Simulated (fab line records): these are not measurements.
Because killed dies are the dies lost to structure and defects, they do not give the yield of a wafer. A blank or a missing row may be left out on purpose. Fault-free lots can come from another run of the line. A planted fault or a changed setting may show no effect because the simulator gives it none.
fab line records	flow n5_finfet	part 2 of 2: steps 22 to 30 of 30
record: lots: 5	wafers: 15	last_day: 16
route steps=1938 shown BEOL_M4@1048
lots untouched by any fault: they come from a run of this same line in which no faults occurred
start_h: the number of hours between the record's first day and the start of the first shown wafer of the lot	wait_h: hours from the lot's prior step to this one	" same as the row above	L1.1+2: several wafers, shown together as one row	- no value present, or no start provided	* or withheld: withheld	< > ~ a bound
route shown NAME@n: NAME is a module with steps in the file, n the number in the route of the first one	usual: mean/standard deviation of fault-free wafers	same: alike in all rows	chamber/n: place in a boat	sites: the reading at each site	_std_site: the standard deviation of these	_edge_site: the outer-site mean with the inner-site mean subtracted	radius_mm: for every site, how far away it sits from the centre of the wafer	mask NAME#n: copy n	behind: the last tool/chamber to shape the wafer	hold: cause of the lot's hold/its duration in hours/its outcome	device: names the non-switching transistor (n, p or np)	end of line: at the end of the route, the tests of the same wafers	where a step has no rows: the recipe by itself	killed: not the wafer's yield, but the dies lost to structure and defects at the first sort	map: the dies of a wafer, with x for killed, . for not killed, _ for no die there
set.NAME: the setting the step ran with; set.NAME@STEP: the setting that earlier step ran with	model.NAME: the simulator's own value behind a step, which no gauge read
lots at some steps of the route; a table a step, a row a wafer
services: when a tool's chamber went out of use (start_h, in hours from the record's first day, below 0 if earlier), for how many hours, and the reason
== steps ==
step: N5_BEOL_M4_STRIP_36
recipe: chemistry: N2/H2	power_w: 450	temp_c: 40	pressure_mtorr: 20	rf_frequency_hz: 6e+07	overash_fraction: 0.3	bias_power_w: 7	h2_frac: 0.5	n2_flow_sccm: 200	h2_flow_sccm: 200
usual: bias_power_w: 6.998/0.02	drypump_motor_current_A: 5.7/0.48	oes_product_au: 0.78/0.097	rf_vpp_V: 59.0/1.3	showerhead_plenum_p_Torr: 2.49/0.036	throttle_valve_pct: 23.63/0.29
lot.wafer	tool	chamber	start_h	wait_h	bias_power_w	drypump_motor_current_A	oes_product_au	rf_hours_counter_h	rf_vpp_V	showerhead_plenum_p_Torr	throttle_valve_pct
L081.1	rie_diel-02	1	207.07	0.0	7.002	6.1	0.72	172	57.7	2.54	23.50
L081.2	"	3	"	"	7.027	6.1	0.76	127	58.1	2.55	23.44
L081.4	"	2	"	"	6.995	6.0	0.73	181	58.2	2.53	24.08
L082.2	rie_diel-01	3	210.31	0.0	7.002	4.8	0.71	207	57.9	2.51	23.97
L082.4	"	1	"	"	6.990	5.8	0.68	-	60.5	2.50	23.80
L082.6	"	2	"	"	6.989	5.7	0.93	-	58.9	2.49	23.51
L083.1	rie_diel-05	2	234.82	0.0	7.009	5.2	0.70	199	59.6	2.42	23.80
L083.3	"	1	"	"	6.993	6.0	0.95	12	57.8	2.48	23.14
L083.4	"	2	"	"	7.013	5.1	0.70	-	60.5	2.42	23.78
L088.1	rie_diel-02	0	252.27	0.0	6.991	5.7	0.76	136	59.2	2.44	23.56
L088.3	"	1	"	"	6.993	6.1	0.71	186	58.8	2.54	23.55
L088.5	"	2	"	"	6.991	6.0	0.71	-	61.2	2.52	24.13
L091.2	rie_diel-01	2	267.58	0.0	7.012	5.7	0.88	43	58.7	2.48	23.55
L091.3	"	0	"	"	7.021	6.5	0.83	78	59.3	2.47	23.22
L091.5	"	0	"	"	6.991	6.6	0.83	-	59.0	2.47	23.19
step: N5_BEOL_M4_TRENCH_ETCH_37
recipe: chemistry: C4F6/O2	target_depth_a: 555.55	target: SiOC	time_s: 29.2	ion_energy_ev: 250	pressure_mtorr: 30	source_w: 355	bias_w: 185	Ar_flow_sccm: 300	C4F6_flow_sccm: 10	O2_flow_sccm: 10
usual: drypump_motor_current_A: 5.7/0.48	oes_product_au: 0.78/0.096	rf_vpp_V: 665/4.6	showerhead_plenum_p_Torr: 2.80/0.04	throttle_valve_pct: 20.88/0.27
same: time_s: 29.2
lot.wafer	tool	chamber	start_h	wait_h	drypump_motor_current_A	oes_product_au	rf_hours_counter_h	rf_vpp_V	showerhead_plenum_p_Torr	throttle_valve_pct
L081.1	rie_diel-02	1	-	-	6.1	0.72	172	670	2.84	20.66
L081.2	"	3	"	"	6.1	0.76	127	665	2.86	20.81
L081.4	"	2	"	"	5.9	0.72	181	659	2.84	21.34
L082.2	rie_diel-01	3	-	-	4.8	0.72	207	670	2.82	21.09
L082.4	"	1	"	"	5.7	0.68	-	669	2.79	20.91
L082.6	"	2	"	"	5.7	0.93	-	658	2.80	20.91
L083.1	rie_diel-05	2	-	-	5.1	0.71	199	666	2.71	20.94
L083.3	"	1	"	"	6.0	0.93	12	672	2.80	20.54
L083.4	"	2	"	"	5.1	0.70	-	665	2.71	20.94
L088.1	rie_diel-02	0	-	-	5.6	0.76	136	664	2.75	20.91
L088.3	"	1	"	"	6.1	0.70	186	670	2.83	20.69
L088.5	"	2	"	"	5.9	0.71	-	658	2.83	21.37
L091.2	rie_diel-01	2	-	-	5.7	0.88	43	657	2.79	20.96
L091.3	"	0	"	"	6.5	0.84	78	666	2.77	20.46
L091.5	"	0	"	"	6.5	0.83	-	666	2.77	20.48
step: N5_BEOL_M4_ETCH_41
recipe: chemistry: CH3F/O2	target: SiCN	target_depth_a: 299	taper_deg: 2	time_s: 52.5	ion_energy_ev: 120	mask_material: TiN	pressure_mtorr: 30	source_w: 395	bias_w: 75	Ar_flow_sccm: 150	CH3F_flow_sccm: 30	O2_flow_sccm: 20
usual: drypump_motor_current_A: 5.7/0.48	oes_product_au: 0.78/0.096	rf_vpp_V: 296.6/1.1	showerhead_plenum_p_Torr: 1.964/0.03	throttle_valve_pct: 16.35/0.28
same: time_s: 52.5
lot.wafer	tool	chamber	start_h	wait_h	drypump_motor_current_A	oes_product_au	rf_hours_counter_h	rf_vpp_V	showerhead_plenum_p_Torr	throttle_valve_pct
L081.1	rie_diel-02	1	-	-	6.1	0.71	172	296.2	1.995	16.18
L081.2	"	3	"	"	6.0	0.76	127	298.1	2.011	16.26
L081.4	"	2	"	"	6.0	0.71	181	296.9	1.995	16.79
L082.2	rie_diel-01	3	-	-	4.8	0.73	207	296.8	1.982	16.57
L082.4	"	1	"	"	5.7	0.68	-	297.0	1.960	16.45
L082.6	"	2	"	"	5.7	0.93	-	296.1	1.963	16.29
L083.1	rie_diel-05	2	-	-	5.2	0.71	199	294.7	1.899	16.45
L083.3	"	1	"	"	6.0	0.93	12	296.3	1.963	15.97
L083.4	"	2	"	"	5.2	0.71	-	296.4	1.899	16.45
L088.1	rie_diel-02	0	-	-	5.6	0.76	136	296.0	1.926	16.37
L088.3	"	1	"	"	6.1	0.70	186	296.5	1.991	16.23
L088.5	"	2	"	"	6.0	0.71	-	298.5	1.990	16.80
L091.2	rie_diel-01	2	-	-	5.7	0.88	43	295.8	1.955	16.36
L091.3	"	0	"	"	6.5	0.83	78	295.6	1.943	15.95
L091.5	"	0	"	"	6.5	0.82	-	294.8	1.943	15.97
step: N5_BEOL_M4_STRIP_97
recipe: chemistry: N2/H2	time_s: 10	power_w: 450	temp_c: 40	pressure_mtorr: 20	rf_frequency_hz: 6e+07	bias_power_w: 7	n2_flow_sccm: 200	h2_flow_sccm: 200
usual: bias_power_w: 7.002/0.022	drypump_motor_current_A: 5.7/0.48	oes_product_au: 0.78/0.097	rf_vpp_V: 59.0/0.79	showerhead_plenum_p_Torr: 2.49/0.036	throttle_valve_pct: 23.63/0.29
same: time_s: 10
lot.wafer	tool	chamber	start_h	wait_h	bias_power_w	drypump_motor_current_A	oes_product_au	rf_hours_counter_h	rf_vpp_V	showerhead_plenum_p_Torr	throttle_valve_pct
L081.1	rie_diel-02	1	-	-	7.015	6.1	0.72	172	59.1	2.54	23.50
L081.2	"	3	"	"	6.990	6.1	0.75	127	60.3	2.55	23.43
L081.4	"	2	"	"	7.020	5.9	0.72	181	59.7	2.53	24.07
L082.2	rie_diel-01	3	-	-	7.012	4.8	0.73	207	59.5	2.51	23.95
L082.4	"	1	"	"	6.988	5.7	0.68	-	57.0	2.50	23.78
L082.6	"	2	"	"	6.993	5.7	0.93	-	59.3	2.49	23.51
L083.1	rie_diel-05	2	-	-	6.967	5.1	0.71	199	59.0	2.42	23.80
L083.3	"	1	"	"	7.007	6.0	0.93	12	59.6	2.48	23.15
L083.4	"	2	"	"	6.974	5.2	0.71	-	59.1	2.42	23.79
L088.1	rie_diel-02	0	-	-	6.967	5.6	0.77	136	59.2	2.44	23.55
L088.3	"	1	"	"	6.966	6.1	0.70	186	59.8	2.54	23.53
L088.5	"	2	"	"	7.052	6.0	0.72	-	59.0	2.52	24.09
L091.2	rie_diel-01	2	-	-	6.981	5.7	0.88	43	58.7	2.48	23.53
L091.3	"	0	"	"	7.012	6.6	0.83	78	59.5	2.47	23.21
L091.5	"	0	"	"	6.993	6.5	0.82	-	59.5	2.47	23.20
step: N5_BEOL_M4_OCD_MEAS_38
usual: trench_depth_nm: 55.4/0.97
lot.wafer	tool	chamber	start_h	wait_h	trench_depth_nm
L081.1	ocd-01	-	207.27	-	55.8
L081.2	"	-	"	"	55.5
L081.4	"	-	"	"	54.2
L082.2	ocd-01	-	210.51	-	54.0
L082.4	"	-	"	"	55.3
L082.6	"	-	"	"	56.2
L083.1	ocd-01	-	235.01	-	55.7
L083.3	"	-	"	"	56.9
L083.4	"	-	"	"	55.1
L088.1	ocd-01	-	252.46	-	56.4
L088.3	"	-	"	"	55.1
L088.5	"	-	"	"	53.8
L091.2	ocd-02	-	267.77	-	57.4
L091.3	"	-	"	"	56.1
L091.5	"	-	"	"	55.6
step: N5_BEOL_M4_HM_STRIP_39
recipe: chemistry: peroxide_tin_strip	material: TiN	target_depth_a: 250	temp_c: 50	time_s: 158
same: time_s: 158
lot.wafer	tool	chamber	start_h	wait_h
L081.1+2+4	wet_bench-06	0,1,2	207.40	0.1
L082.2+4+6	wet_bench-06	2,3,5	210.54	0.0
L083.1+3+4	wet_bench-04	6,4,7	235.05	0.0
L088.1+3+5	wet_bench-03	5,4,2	252.50	0.0
L091.2+3+5	wet_bench-03	0,1,6	267.80	0.0
step: N5_BEOL_M4_SRD_40
recipe: time_s: 30	temp_c: 23	rinse_liquid: diw	dry: ipa_marangoni
same: time_s: 30
lot.wafer	tool	chamber	start_h	wait_h
L081.1+2+4	wet_bench-06	0,1,2	207.45	0.0
L082.2+4+6	wet_bench-06	2,3,5	210.58	0.0
L083.1+3+4	wet_bench-04	6,4,7	235.09	0.0
L088.1+3+5	wet_bench-03	5,4,2	252.54	0.0
L091.2+3+5	wet_bench-03	0,1,6	267.85	0.0
step: N5_BEOL_M4_PRECLEAN_42
recipe: chemistry: residue_remover	time_s: 60	temp_c: 40
same: time_s: 60
lot.wafer	tool	chamber	start_h	wait_h
L081.1+2+4	wet_bench-06	0,1,2	207.46	0.0
L082.2+4+6	wet_bench-06	2,3,5	210.60	0.0
L083.1+3+4	wet_bench-04	6,4,7	235.11	0.0
L088.1+3+5	wet_bench-03	5,4,2	252.56	0.0
L091.2+3+5	wet_bench-03	0,1,6	267.87	0.0
step: N5_BEOL_M4_SRD_43
recipe: time_s: 30	temp_c: 23	rinse_liquid: diw	dry: ipa_marangoni
same: time_s: 30
lot.wafer	tool	chamber	start_h	wait_h
L081.1+2+4	wet_bench-06	0,1,2	207.48	0.0
L082.2+4+6	wet_bench-06	2,3,5	210.62	0.0
L083.1+3+4	wet_bench-04	6,4,7	235.13	0.0
L088.1+3+5	wet_bench-03	5,4,2	252.58	0.0
L091.2+3+5	wet_bench-03	0,1,6	267.88	0.0
== services ==
tool	chamber	start_h	hours	kind
euv_scanner-02	-	181.48	2.6	repair
rie_diel-05	1	184.07	-	clean
rie_diel-05	1	184.07	-	consumable_replace:focus_ring
rie_diel-05	1	184.07	21.9	scheduled_down
rie_diel-05	1	184.07	21.9	vent_cycle
wet_bench-03	-	187.30	4.1	repair
euv_scanner-02	-	190.54	5.8	pm
rie_diel-01	0	205.00	10.7	repair
euv_scanner-01	-	210.43	1.0	pm
rie_diel-05	3	217.36	2.8	repair
rie_diel-05	0	221.67	-	clean
rie_diel-05	0	221.67	-	consumable_replace:focus_ring
rie_diel-01	1	226.12	7.0	repair
ald_sin-02	3	228.19	19.0	repair
euv_scanner-02	-	228.60	1.3	repair
euv_scanner-02	-	229.92	1.0	pm
euv_scanner-02	-	233.02	1.0	repair
rie_diel-01	1	233.20	-	clean
rie_diel-01	1	233.20	-	consumable_replace:focus_ring
rie_diel-01	1	233.20	23.2	scheduled_down
rie_diel-01	1	233.20	23.2	vent_cycle
euv_scanner-02	-	239.56	21.8	repair
euv_scanner-01	-	261.38	4.6	pm
euv_scanner-01	-	266.58	1.0	pm
